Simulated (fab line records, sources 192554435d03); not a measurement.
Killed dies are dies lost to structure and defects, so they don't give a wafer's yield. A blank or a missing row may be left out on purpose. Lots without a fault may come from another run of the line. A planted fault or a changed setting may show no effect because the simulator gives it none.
Chamber matching | flow n5_finfet | N5_BEOL_M7_ETCH_62 on rie_diel-06: 4 sister chambers
The step etches SOC in N2/H2, target depth 110 nm, overetch 22 nm, time 165 s. 7 wafers are shown with their chamber, then 8 later ones without.

WAFERS WITH THEIR CHAMBER
wafer  | chamber | drypump_motor_current_A (A) | throttle_valve_pct (%)
L083.1 | 0       | 6.3                         | 18.40
L083.5 | 2       | 4.7                         | 18.23
L086.2 | 2       | 4.8                         | 18.21
L086.6 | 1       | 5.4                         | 17.49
L087.5 | 1       | 5.4                         | 17.50
L087.6 | 3       | 4.8                         | 17.80
L090.1 | 3       | 4.8                         | 17.81

WAFERS WITHOUT THEIR CHAMBER
wafer  | drypump_motor_current_A (A) | throttle_valve_pct (%)
L090.3 | 5.4                         | 17.51
L090.5 | 6.3                         | 18.44
L093.2 | 5.4                         | 17.52
L093.3 | 5.4                         | 17.50
L093.4 | 4.7                         | 17.72
L096.4 | 4.8                         | 17.75
L096.5 | 4.7                         | 17.81
L096.6 | 6.2                         | 17.99

WHICH CHAMBER EACH WENT THROUGH
wafer  | from the rows above | in truth
L090.3 | 1                   | 1
L090.5 | 0                   | 0
L093.2 | 1                   | 1
L093.3 | 1                   | 1
L093.4 | 3                   | 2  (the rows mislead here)
L096.4 | 3                   | 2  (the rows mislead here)
L096.5 | 3                   | 3
L096.6 | 3                   | 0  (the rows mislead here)
Placed correctly: 5 of 8. Can't be placed from these rows: 0. Placed wrongly: 3.
How it was worked out, from the rows above alone: a wafer's distance from a chamber is the root of the sum, over the readings, of the square of ((its reading less the chamber's mean) divided by the reading's scatter). The wafer belongs to the nearest chamber; if the next one is less than 2 further off, it can't be placed. A chamber's mean is the mean of its shown wafers. The scatter: the root of (the sum of the squares of (reading less its chamber's mean) over the shown wafers, divided by (wafers less chambers)).
